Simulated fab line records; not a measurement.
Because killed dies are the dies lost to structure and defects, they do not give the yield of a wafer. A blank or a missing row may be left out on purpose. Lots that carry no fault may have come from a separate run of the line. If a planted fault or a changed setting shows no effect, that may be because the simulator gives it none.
fab line records	flow n5_finfet
record lots=7	wafers=21
route steps=1938 shown ZERO_LAYER@4 WELL_APT@39 FIN_SAQP@125 FIN_CUT@155 DUMMY_GATE@234 SD_EPI_N@262
start_h: start of the lot's first displayed wafer, in hours after the record's first day	wait_h: hours elapsed since this lot's preceding step	" as in the row above	L1.1+2: several wafers, shown together as one row	- value missing, or start not given	* or withheld: withheld	< > ~ a bound
route shown NAME@n: a module of which the file shows steps, and the number in the route of the first	usual: average and standard deviation across the fault-free wafers	same: alike in all rows	chamber/n: place in a boat	sites: each site's reading	_std_site: standard deviation of those values	_edge_site: outer sites' mean less inner sites'	radius_mm: how far each site lies from the wafer's centre	mask NAME#n: copy n	behind: the most recent tool/chamber to have shaped the wafer	hold: the reason the lot was held/the length of the hold in hours/how it ended	device: names the non-switching transistor (n, p or np)	end of line: tests of these same wafers at the route's end	a step given without rows: its recipe and nothing more	killed: count of dies lost to structure and defects at first sort (not the wafer's yield)	map: dies across one wafer; x = killed, . = not, _ = none there
set.NAME: the setting that was run; set.NAME@STEP: the one run at that earlier step	model.NAME: the simulator's own value behind a step, which no gauge read
lots run with intentionally changed settings; tables by step, rows by wafer
## steps
# step N5_ZERO_LAYER_PECVD_02
# recipe material=SiO2	target_thk_a=100	temp_c=400	precursor=SiH4/N2O	pressure_torr=0.75	rf_w=275	time_s=6
lot.wafer	tool	chamber	start_h	wait_h	set.time_s	model.SiO2_of_ZERO_LAYER_PECVD_02.thk_nm
L075.1	pecvd-01	1	18.28	0.0	6	9.809
L075.2	"	2	"	"	6	9.823
L075.6	"	0	"	"	6	10.06
L078.1	pecvd-02	0	36.28	0.0	6	9.699
L078.3	"	1	"	"	6.662	10.83
L078.5	"	1	"	"	6.662	11.2
L079.1	pecvd-02	1	42.29	0.0	6	9.836
L079.3	"	2	"	"	6	9.771
L079.6	"	0	"	"	6	9.899
L081.4	pecvd-01	1	54.31	0.1	5.374	9.006
L081.5	"	2	"	"	5.374	9.135
L081.6	"	0	"	"	6	10.1
L086.2	pecvd-03	1	84.30	0.0	6	9.794
L086.3	"	0	"	"	6	9.891
L086.4	"	0	"	"	6	9.917
L089.2	pecvd-01	1	102.31	0.1	6	10.06
L089.3	"	1	"	"	6	10
L089.6	"	1	"	"	6	9.953
L090.1	pecvd-02	2	108.28	0.0	6.861	11.36
L090.4	"	2	"	"	6.861	11.58
L090.5	"	1	"	"	6	9.846
# step N5_ZERO_LAYER_EXPOSE_08
# recipe mask_id=ZERO	na=0.55	source_shape=conventional	sigma_outer=0.8	polarization=unpolarized	defocus_nm=0	target_cd_nm=2000	dose_mj=16.2
lot.wafer	tool	chamber	start_h	wait_h	mask	set.dose_mj
L075.1+2+6	krf_scanner-01	0	18.47	-	ZERO#0	16.2
L078.1+3+5	krf_scanner-02	0	36.59	-	ZERO#0	16.62
L079.1+3+6	krf_scanner-01	0	42.59	-	ZERO#0	16.2
L081.4+5+6	krf_scanner-02	0	54.48	-	ZERO#0	16.2
L086.2	krf_scanner-02	0	84.49	-	ZERO#0	16.2
L086.3+4	"	0	"	"	ZERO#0	15.06
L089.2	krf_scanner-01	0	102.58	-	ZERO#0	16.2
L089.3+6	"	0	"	"	ZERO#0	15.48
L090.1+4+5	krf_scanner-01	0	108.47	-	ZERO#0	16.2
# step N5_ZERO_LAYER_PEB_09
# recipe peb_temp_c=withheld	peb_time_s=*
# step N5_ZERO_LAYER_DEVELOP_10
# recipe develop_time_s=60	rinse_liquid=diw	dry=air_spin	dev_temp_c=21
# step N5_ZERO_LAYER_HARDBAKE_23
# recipe temp_c=130	time_s=120
# step N5_ZERO_LAYER_CD_MEAS_11
# recipe target_cd_nm=2000	landing_energy_ev=500	detector=se_inlens
# usual cd_nm=1999.7/2.9
lot.wafer	tool	chamber	start_h	wait_h	set.dose_mj@ZERO_LAYER_EXPOSE_08	cd_nm
L075.1	cd_sem-01	0	18.64	-	16.2	2001.7
L075.2	"	0	"	"	16.2	2000.2
L075.6	"	0	"	"	16.2	2000.2
L078.1	cd_sem-03	0	36.77	-	16.62	2008.5
L078.3	"	0	"	"	16.62	2009.5
L078.5	"	0	"	"	16.62	2006.0
L079.1	cd_sem-01	0	42.77	-	16.2	1997.7
L079.3	"	0	"	"	16.2	1997.0
L079.6	"	0	"	"	16.2	1993.9
L081.4	cd_sem-01	0	54.65	-	16.2	2000.7
L081.5	"	0	"	"	16.2	1999.3
L081.6	"	0	"	"	16.2	2001.5
L086.2	cd_sem-01	0	84.66	-	16.2	1998.8
L086.3	"	0	"	"	15.06	1984.4
L086.4	"	0	"	"	15.06	1981.6
L089.2	cd_sem-01	0	102.75	-	16.2	1999.5
L089.3	"	0	"	"	15.48	1988.4
L089.6	"	0	"	"	15.48	1988.2
L090.1	cd_sem-02	0	108.64	-	16.2	1999.1
L090.4	"	0	"	"	16.2	1999.0
L090.5	"	0	"	"	16.2	2001.0
# step N5_ZERO_LAYER_DESCUM_16
# recipe chemistry=O2	time_s=7.9	source_power_w=50	bias_power_w=20	pressure_mtorr=20	rf_frequency_hz=2.712e+07	temp_c=40	o2_flow_sccm=225
lot.wafer	tool	chamber	start_h	wait_h	set.dose_mj@ZERO_LAYER_EXPOSE_08	model.ZERO_LAYER.cd_nm
L075.1	rie_diel-04	0	18.68	0.0	16.2	2001
L075.2+6	"	1,0	"	"	16.2	2000
L078.1	rie_diel-04	2	36.93	0.2	16.62	2008
L078.3	"	0	"	"	16.62	-
L078.5	"	0	"	"	16.62	2006
L079.1	rie_diel-06	0	42.81	0.0	16.2	1998
L079.3	"	3	"	"	16.2	1997
L079.6	"	2	"	"	16.2	1994
L081.4+5	rie_diel-02	0,1	54.68	0.0	16.2	2000
L081.6	"	0	"	"	16.2	2002
L086.2	rie_diel-06	2	85.36	0.7	16.2	1999
L086.3	"	1	"	"	15.06	1985
L086.4	"	1	"	"	15.06	1982
L089.2	rie_diel-04	1	102.80	0.0	16.2	1999
L089.3	"	2	"	"	15.48	1988
L089.6	"	3	"	"	15.48	-
L090.1+4	rie_diel-06	3,1	108.68	0.0	16.2	1999
L090.5	"	3	"	"	16.2	2001
# step N5_WELL_APT_EXPOSE_22
# recipe mask_id=PWELL	na=0.8	source_shape=conventional	sigma_outer=0.8	polarization=unpolarized	defocus_nm=0	target_cd_nm=200	dose_mj=23.2
lot.wafer	tool	chamber	start_h	wait_h	mask	set.dose_mj
L075.1+2+6	krf_scanner-02	0	20.76	-	PWELL#0	23.2
L078.1+3	krf_scanner-01	0	38.89	-	PWELL#0	23.2
L078.5	"	0	"	"	PWELL#0	22.4
L079.1+3	krf_scanner-02	0	45.28	-	PWELL#0	23.2
L079.6	"	0	"	"	PWELL#0	24.52
L081.4+5	krf_scanner-02	0	56.52	-	PWELL#0	23.89
L081.6	"	0	"	"	PWELL#0	23.2
L086.2+3+4	krf_scanner-02	0	87.31	-	PWELL#0	23.2
L089.2+3+6	krf_scanner-01	0	105.47	-	PWELL#0	23.2
L090.1+4	krf_scanner-02	0	110.64	-	PWELL#0	21.62
L090.5	"	0	"	"	PWELL#0	23.2
# step N5_WELL_APT_PEB_23
# recipe peb_temp_c=130	peb_time_s=90
lot.wafer	tool	chamber	start_h	wait_h	set.peb_time_s
L075.1+2+6	litho_track-03	0	20.81	0.1	90
L078.1+5	litho_track-03	0	38.94	0.1	74.41
L078.3	"	0	"	"	90
L079.1+6	litho_track-03	0	45.34	0.1	90
L079.3	"	0	"	"	70.45
L081.4+5	litho_track-02	0	56.56	0.0	108.9
L081.6	"	0	"	"	90
L086.2+3+4	litho_track-02	0	87.37	0.0	77.99
L089.2+6	litho_track-04	0	105.53	0.0	90
L089.3	"	0	"	"	95.2
L090.1	litho_track-03	0	110.70	0.1	90
L090.4+5	"	0	"	"	103.6
# step N5_WELL_APT_DEVELOP_24
# recipe develop_time_s=45	rinse_liquid=surfactant_rinse	dry=air_spin	dev_temp_c=21
# step N5_WELL_APT_HARDBAKE_29
# recipe temp_c=130	time_s=120
# step N5_WELL_APT_CD_MEAS_25
# recipe target_cd_nm=200	landing_energy_ev=500	detector=se_inlens
# usual cd_nm=200.1/2.2
lot.wafer	tool	chamber	start_h	wait_h	set.dose_mj@WELL_APT_EXPOSE_22	set.peb_time_s@WELL_APT_PEB_23	cd_nm
L075.1	cd_sem-02	0	20.93	-	23.2	90	201.3
L075.2	"	0	"	"	23.2	90	199.5
L075.6	"	0	"	"	23.2	90	199.4
L078.1	cd_sem-02	0	39.06	-	23.2	74.41	193.2
L078.3	"	0	"	"	23.2	90	204.0
L078.5	"	0	"	"	22.4	74.41	188.0
L079.1	cd_sem-03	0	45.46	-	23.2	90	205.1
L079.3	"	0	"	"	23.2	70.45	192.8
L079.6	"	0	"	"	24.52	90	214.8
L081.4	cd_sem-02	0	56.68	-	23.89	108.9	215.5
L081.5	"	0	"	"	23.89	108.9	210.8
L081.6	"	0	"	"	23.2	90	199.8
L086.2	cd_sem-02	0	87.48	-	23.2	77.99	193.1
L086.3	"	0	"	"	23.2	77.99	192.4
L086.4	"	0	"	"	23.2	77.99	193.1
L089.2	cd_sem-01	0	105.64	-	23.2	90	198.5
L089.3	"	0	"	"	23.2	95.2	200.1
L089.6	"	0	"	"	23.2	90	200.7
L090.1	cd_sem-03	0	110.81	-	21.62	90	189.0
L090.4	"	0	"	"	21.62	103.6	196.0
L090.5	"	0	"	"	23.2	103.6	208.3
# step N5_WELL_APT_DESCUM_30
# recipe chemistry=O2	time_s=7.9	source_power_w=50	bias_power_w=20	pressure_mtorr=20	rf_frequency_hz=2.712e+07	temp_c=40	o2_flow_sccm=225
lot.wafer	tool	chamber	start_h	wait_h	set.dose_mj@WELL_APT_EXPOSE_22	set.peb_time_s@WELL_APT_PEB_23	model.WELL_APT.cd_nm
L075.1	rie_diel-05	3	21.02	0.0	23.2	90	201.1
L075.2	"	1	"	"	23.2	90	199.3
L075.6	"	1	"	"	23.2	90	199.8
L078.1	rie_diel-05	2	39.34	0.2	23.2	74.41	193.1
L078.3	"	1	"	"	23.2	90	204.3
L078.5	"	3	"	"	22.4	74.41	187.6
L079.1	rie_diel-03	3	45.54	0.0	23.2	90	205.1
L079.3	"	2	"	"	23.2	70.45	193.3
L079.6	"	2	"	"	24.52	90	214.7
L081.4	rie_diel-05	2	56.94	0.2	23.89	108.9	215.2
L081.5	"	2	"	"	23.89	108.9	211.1
L081.6	"	1	"	"	23.2	90	199.9
L086.2	rie_diel-01	2	87.82	0.3	23.2	77.99	193.3
L086.3	"	3	"	"	23.2	77.99	192.3
L086.4	"	0	"	"	23.2	77.99	192.8
L089.2	rie_diel-01	1	105.96	0.3	23.2	90	198.6
L089.3	"	2	"	"	23.2	95.2	200.3
L089.6	"	0	"	"	23.2	90	200.7
L090.1	rie_diel-01	1	111.06	0.2	21.62	90	189.3
L090.4	"	3	"	"	21.62	103.6	195.7
L090.5	"	2	"	"	23.2	103.6	208.4
# step N5_FIN_SAQP_SPACER1_ALD_24
# recipe material=SiO2	target_thk_a=203	temp_c=300	ald_precursor_family=BDEAS	ald_co_reactant=O2-plasma	pulse_time_s=1	purge_time_s=2	co_reactant_purge_time_s=2	ald_cycles=218	pressure_torr=2
lot.wafer	tool	chamber	start_h	wait_h	set.temp_c	model.SiO2_of_FIN_SAQP_SPACER1_ALD_24.thk_nm
L075.1+2+6	ald_sin-03	0,2,0	28.41	0.3	300	20.4
L078.1+3	ald_sin-03	2,0	47.65	0.9	300	20.2
L078.5	"	1	"	"	287.4	21.2
L079.1	ald_sin-02	2	53.05	0.3	300	20.2
L079.3+6	"	0	"	"	300	20.4
L081.4+5+6	ald_sin-01	2,2,3	64.38	0.1	300	20.4
L086.2+3	ald_sin-02	3,1	98.53	1.1	286.8	21.4
L086.4	"	0	"	"	300	20.2
L089.2	ald_sin-03	1	116.01	1.1	294	20.6
L089.3	"	0	"	"	300	20.4
L089.6	"	0	"	"	294	20.8
L090.1	ald_sin-02	3	119.97	0.3	289.2	21
L090.4+5	"	2,1	"	"	300	20.2
# step N5_FIN_SAQP_SPACER1_ETCHBACK_25
# recipe chemistry=CHF3/O2	mode=anisotropic_etchback	target=SiO2	target_depth_a=244	time_s=12.2	pressure_mtorr=30	source_w=650	bias_w=170	Ar_flow_sccm=200	CHF3_flow_sccm=50	O2_flow_sccm=5	ion_energy_ev=200
# step N5_FIN_SAQP_MANDREL1_REMOVE_56
# recipe chemistry=HBr/Cl2/O2	bt_time_s=10	target=a-Si	stop_on=SiNx	endpoint=OES-SiCl	over_etch_frac=1	icp_w=600	bias_w=22	HBr_flow_sccm=150	Cl2_flow_sccm=80	O2_flow_sccm=5	pressure_mtorr=10
lot.wafer	tool	chamber	start_h	wait_h	set.temp_c@FIN_SAQP_SPACER1_ALD_24	model.FIN_SAQP.cd_nm
L075.1+6	rie_si-05	2,0	29.21	0.1	300	20.2
L075.2	"	3	"	"	300	20.4
L078.1	rie_si-01	3	48.45	0.1	300	20
L078.3	"	0	"	"	300	20.2
L078.5	"	0	"	"	287.4	21.2
L079.1+6	rie_si-03	3,0	53.88	0.1	300	20.4
L079.3	"	2	"	"	300	20.6
L081.4+5+6	rie_si-01	0,2,3	65.19	0.1	300	20.4
L086.2+3	rie_si-01	0,1	99.35	0.1	286.8	21.2
L086.4	"	3	"	"	300	20.2
L089.2+6	rie_si-05	1,2	116.99	0.1	294	20.8
L089.3	"	0	"	"	300	20.4
L090.1	rie_si-03	1	120.77	0.1	289.2	21
L090.4+5	"	3,0	"	"	300	20.2
# step N5_FIN_SAQP_CD_MEAS_27
# recipe target_cd_nm=20	landing_energy_ev=1000	detector=se_inlens	polarity=line
# usual cd_nm=20.29/0.25
lot.wafer	tool	chamber	start_h	wait_h	set.temp_c@FIN_SAQP_SPACER1_ALD_24	cd_nm
L075.1	cd_sem-02	0	29.32	0.1	300	20.44
L075.2	"	0	"	"	300	20.33
L075.6	"	0	"	"	300	20.40
L078.1	cd_sem-02	0	48.56	0.1	300	19.84
L078.3	"	0	"	"	300	19.96
L078.5	"	0	"	"	287.4	21.47
L079.1	cd_sem-02	0	53.99	0.1	300	20.70
L079.3	"	0	"	"	300	20.22
L079.6	"	0	"	"	300	20.42
L081.4	cd_sem-02	0	65.31	0.1	300	20.17
L081.5	"	0	"	"	300	20.39
L081.6	"	0	"	"	300	20.24
L086.2	cd_sem-01	0	99.46	0.1	286.8	21.51
L086.3	"	0	"	"	286.8	21.27
L086.4	"	0	"	"	300	20.35
L089.2	cd_sem-03	0	117.11	0.1	294	20.48
L089.3	"	0	"	"	300	20.37
L089.6	"	0	"	"	294	20.63
L090.1	cd_sem-01	0	120.88	0.1	289.2	20.98
L090.4	"	0	"	"	300	20.10
L090.5	"	0	"	"	300	19.98
# step N5_FIN_SAQP_FIN_ETCH_36
# recipe chemistry=HBr/Cl2/O2	target_depth_a=1200	mask_material=SiNx	time_s=50.4	bias_w=102	pressure_mtorr=10	icp_w=800	HBr_flow_sccm=150	Cl2_flow_sccm=80	O2_flow_sccm=12
lot.wafer	tool	chamber	start_h	wait_h	set.icp_w	model.FIN_SAQP.feature_depth_nm	model.etch.depth_nm
L075.1	rie_si-01	1	31.51	0.0	800	120	120
L075.2	"	2	"	"	800	119.8	119.7
L075.6	"	3	"	"	800	121.4	121.4
L078.1	rie_si-03	3	50.62	0.0	800	120.8	120.9
L078.3	"	1	"	"	926.7	128	128
L078.5	"	2	"	"	800	118	118
L079.1	rie_si-05	1	56.00	0.0	679.8	111.6	111.5
L079.3	"	3	"	"	679.8	113.2	113.2
L079.6	"	3	"	"	800	121	121
L081.4	rie_si-05	0	67.49	0.0	800	118.6	118.6
L081.5	"	0	"	"	800	117.4	117.5
L081.6	"	3	"	"	800	120.8	120.7
L086.2	rie_si-01	2	102.54	0.0	744	117	117.1
L086.3	"	3	"	"	800	122.4	122.5
L086.4	"	1	"	"	800	121	120.9
L089.2	rie_si-05	3	119.21	0.0	897	127.6	127.7
L089.3	"	0	"	"	800	118.2	118.3
L089.6	"	0	"	"	897	126	126
L090.1	rie_si-05	2	123.15	0.0	800	123.6	123.7
L090.4	"	3	"	"	800	119.2	119.3
L090.5	"	3	"	"	800	119.4	119.5
# step N5_FIN_SAQP_PRECLEAN_38
# recipe chemistry=O3/DIW	time_s=45	temp_c=22	o3_ppm=10
# step N5_FIN_SAQP_PRECLEAN_45
# recipe chemistry=dHF	time_s=10	dilution=500:1	temp_c=25
# step N5_FIN_SAQP_SRD_39
# recipe dry=ipa_marangoni	time_s=30	temp_c=23	rinse_liquid=diw
# step N5_FIN_SAQP_OCD_MEAS_76
# usual trench_depth_nm=119.8/1.7
lot.wafer	tool	chamber	start_h	wait_h	set.icp_w@FIN_SAQP_FIN_ETCH_36	trench_depth_nm
L075.1	ocd-02	-	31.73	0.0	800	119.9
L075.2	"	-	"	"	800	119.9
L075.6	"	-	"	"	800	120.7
L078.1	ocd-02	-	50.84	0.0	800	121.4
L078.3	"	-	"	"	926.7	128.3
L078.5	"	-	"	"	800	117.8
L079.1	ocd-02	-	56.22	0.0	679.8	111.3
L079.3	"	-	"	"	679.8	113.2
L079.6	"	-	"	"	800	120.8
L081.4	ocd-01	-	67.71	0.0	800	119.2
L081.5	"	-	"	"	800	117.5
L081.6	"	-	"	"	800	121.1
L086.2	ocd-01	-	102.77	0.0	744	117.0
L086.3	"	-	"	"	800	121.8
L086.4	"	-	"	"	800	120.9
L089.2	ocd-02	-	119.43	0.0	897	127.8
L089.3	"	-	"	"	800	118.3
L089.6	"	-	"	"	897	126.1
L090.1	ocd-02	-	123.40	0.0	800	123.5
L090.4	"	-	"	"	800	119.4
L090.5	"	-	"	"	800	119.9
# step N5_FIN_CUT_COAT_19
# recipe resist=SiARC	temp_c=220	time_s=60	spin_rpm=1500	resist_thk_nm=20
lot.wafer	tool	chamber	start_h	wait_h	set.spin_rpm	model.SiARC_of_FIN_CUT_COAT_19.thk_nm
L075.1+2+6	litho_track-05	0	-	-	1500	20
L078.1+5	litho_track-05	0	-	-	1370	21
L078.3	"	0	"	"	1500	20
L079.1+3+6	litho_track-04	0	-	-	1500	20
L081.4+5+6	litho_track-04	0	-	-	1500	20
L086.2+3	litho_track-05	0	-	-	1500	20
L086.4	"	0	"	"	1406	20.6
L089.2+3+6	litho_track-03	0	-	-	1500	20
L090.1+4	litho_track-04	0	-	-	1439	20.4
L090.5	"	0	"	"	1500	20
# step N5_FIN_CUT_COAT_29
# recipe resist=underlayer	temp_c=205	time_s=60	spin_rpm=1500	resist_thk_nm=10
# step N5_FIN_CUT_COAT_02
# recipe resist=CAR-EUV	spin_rpm=1500	resist_thk_nm=30
# step N5_FIN_CUT_DESCUM_13
# recipe chemistry=O2	time_s=7	source_power_w=50	bias_power_w=20	pressure_mtorr=20	rf_frequency_hz=2.712e+07	temp_c=40	resist=CAR-EUV	o2_flow_sccm=225
# step N5_FIN_CUT_ETCH_30
# recipe chemistry=N2/H2	target=underlayer	target_depth_a=130	mask_material=CAR-EUV	time_s=10.4	ion_energy_ev=200	pressure_mtorr=30	source_w=840	bias_w=150	n2_flow_sccm=200	h2_flow_sccm=200	ends=cleared
# step N5_FIN_CUT_ETCH_20
# recipe chemistry=CF4	target=SiARC	target_depth_a=260	mask_material=CAR-EUV	time_s=43.3	ion_energy_ev=80	pressure_mtorr=40	source_w=545	bias_w=36	Ar_flow_sccm=100	cf4_flow_sccm=100	ends=cleared
lot.wafer	tool	chamber	start_h	wait_h	set.spin_rpm@FIN_CUT_COAT_19	model.etch.depth_nm
L075.1	rie_diel-06	1	32.41	0.0	1500	19.98
L075.2+6	"	0,3	"	"	1500	20.01
L078.1	rie_diel-04	2	51.48	0.0	1370	20.96
L078.3	"	3	"	"	1500	20.06
L078.5	"	2	"	"	1370	21.02
L079.1+6	rie_diel-04	2,3	56.73	0.0	1500	20
L079.3	"	3	"	"	1500	20.04
L081.4+5	rie_diel-04	0,3	68.34	0.0	1500	20
L081.6	"	2	"	"	1500	20.07
L086.2	rie_diel-06	3	103.28	0.0	1500	19.96
L086.3	"	2	"	"	1500	20.03
L086.4	"	1	"	"	1406	20.58
L089.2	rie_diel-06	3	121.12	0.0	1500	19.99
L089.3	"	2	"	"	1500	20.02
L089.6	"	0	"	"	1500	20.07
L090.1	rie_diel-02	0	123.91	0.0	1439	20.44
L090.4	"	3	"	"	1439	20.42
L090.5	"	0	"	"	1500	19.97
# step N5_DUMMY_GATE_DESCUM_20
# recipe chemistry=O2	time_s=6.2	source_power_w=50	bias_power_w=20	pressure_mtorr=20	rf_frequency_hz=2.712e+07	temp_c=40	resist=CAR-EUV	o2_flow_sccm=225
lot.wafer	tool	chamber	start_h	wait_h	set.time_s	model.CAR-EUV_of_DUMMY_GATE_COAT_09.thk_nm
L075.1+2+6	rie_diel-02	0,1,1	62.37	0.2	6.2	26.6
L078.1+5	rie_diel-04	0,1	70.16	0.0	6.2	26.4
L078.3	"	3	"	"	6.82	26
L079.1	rie_diel-02	3	83.70	0.2	7.156	25.8
L079.3+6	"	2,1	"	"	6.2	26.4
L081.4	rie_diel-04	1	90.20	0.2	6.2	26.2
L081.5+6	"	3,2	"	"	5.12	26.8
L086.2	rie_diel-02	2	122.76	0.0	5.744	26.8
L086.3	"	1	"	"	6.2	26.4
L086.4	"	3	"	"	5.744	26.6
L089.2	rie_diel-02	0	142.50	2.6	7.444	25.8
L089.3+6	"	3	"	"	6.2	26.4
L090.1+4+5	rie_diel-02	3,1,1	144.72	1.5	6.2	26.4
# step N5_SD_EPI_N_COAT_32
# recipe resist=SOC	temp_c=250	time_s=60	spin_rpm=1500	resist_thk_nm=350
lot.wafer	tool	chamber	start_h	wait_h	set.spin_rpm	model.SOC_of_SD_EPI_N_COAT_32.thk_nm
L075.1+2	litho_track-02	0	64.53	0.0	1500	352.8
L075.6	"	0	"	"	1500	352
L078.1	litho_track-02	0	71.96	0.0	1667	333.4
L078.3+5	"	0	"	"	1500	350.2
L079.1	litho_track-03	0	85.78	0.0	1500	348.2
L079.3	"	0	"	"	1500	349.2
L079.6	"	0	"	"	1500	348.8
L081.4	litho_track-02	0	92.13	0.0	1352	369.2
L081.5	"	0	"	"	1500	352.4
L081.6	"	0	"	"	1352	369.6
L086.2	litho_track-04	0	125.49	0.0	1500	350.4
L086.3	"	0	"	"	1500	350.2
L086.4	"	0	"	"	1500	350.8
L089.2	litho_track-04	0	144.75	0.0	1370	367
L089.3	"	0	"	"	1370	365.6
L089.6	"	0	"	"	1370	366
L090.1	litho_track-03	0	146.94	0.0	1500	350
L090.4+5	"	0	"	"	1500	349.8
## key
split step=N5_ZERO_LAYER_PECVD_02	setting=time_s	stated=6	by=wafer
response step=N5_ZERO_LAYER_PECVD_02	reading=model.SiO2_of_ZERO_LAYER_PECVD_02.thk_nm	change=+0.111	per=1%	r=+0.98
split step=N5_ZERO_LAYER_EXPOSE_08	setting=dose_mj	stated=16.2	by=wafer
response step=N5_ZERO_LAYER_CD_MEAS_11	reading=cd_nm	change=+2.33	per=1%	r=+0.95
response step=N5_ZERO_LAYER_DESCUM_16	reading=model.ZERO_LAYER.cd_nm	change=+2.31	per=1%	r=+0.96
split step=N5_WELL_APT_EXPOSE_22	setting=dose_mj	stated=23.2	by=wafer
response step=N5_WELL_APT_DESCUM_30	reading=model.WELL_APT.cd_nm	change=+2.75	per=1%	r=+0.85
response step=N5_WELL_APT_CD_MEAS_25	reading=cd_nm	slope=+1.73	per=1%	together_with=peb_time_s@WELL_APT_PEB_23	explained=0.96
split step=N5_WELL_APT_PEB_23	setting=peb_time_s	stated=90	by=wafer
response step=N5_WELL_APT_CD_MEAS_25	reading=cd_nm	change=+0.736	per=1%	r=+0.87
response step=N5_WELL_APT_DESCUM_30	reading=model.WELL_APT.cd_nm	change=+0.73	per=1%	r=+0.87
split step=N5_FIN_SAQP_SPACER1_ALD_24	setting=temp_c	stated=300	by=wafer
response step=N5_FIN_SAQP_SPACER1_ALD_24	reading=model.SiO2_of_FIN_SAQP_SPACER1_ALD_24.thk_nm	change=-0.24	per=1%	r=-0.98
response step=N5_FIN_SAQP_MANDREL1_REMOVE_56	reading=model.FIN_SAQP.cd_nm	change=-0.235	per=1%	r=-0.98
response step=N5_FIN_SAQP_CD_MEAS_27	reading=cd_nm	change=-0.277	per=1%	r=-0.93
split step=N5_FIN_SAQP_FIN_ETCH_36	setting=icp_w	stated=800	by=wafer
response step=N5_FIN_SAQP_FIN_ETCH_36	reading=model.FIN_SAQP.feature_depth_nm	change=+0.599	per=1%	r=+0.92
response step=N5_FIN_SAQP_FIN_ETCH_36	reading=model.etch.depth_nm	change=+0.598	per=1%	r=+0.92
response step=N5_FIN_SAQP_OCD_MEAS_76	reading=trench_depth_nm	change=+0.597	per=1%	r=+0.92
split step=N5_FIN_CUT_COAT_19	setting=spin_rpm	stated=1500	by=wafer
response step=N5_FIN_CUT_COAT_19	reading=model.SiARC_of_FIN_CUT_COAT_19.thk_nm	change=-0.107	per=1%	r=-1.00
response step=N5_FIN_CUT_ETCH_20	reading=model.etch.depth_nm	change=-0.103	per=1%	r=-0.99
split step=N5_DUMMY_GATE_DESCUM_20	setting=time_s	stated=6.2	by=wafer
response step=N5_DUMMY_GATE_DESCUM_20	reading=model.CAR-EUV_of_DUMMY_GATE_COAT_09.thk_nm	change=-0.0346	per=1%	r=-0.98
split step=N5_SD_EPI_N_COAT_32	setting=spin_rpm	stated=1500	by=wafer
response step=N5_SD_EPI_N_COAT_32	reading=model.SOC_of_SD_EPI_N_COAT_32.thk_nm	change=-1.6	per=1%	r=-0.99
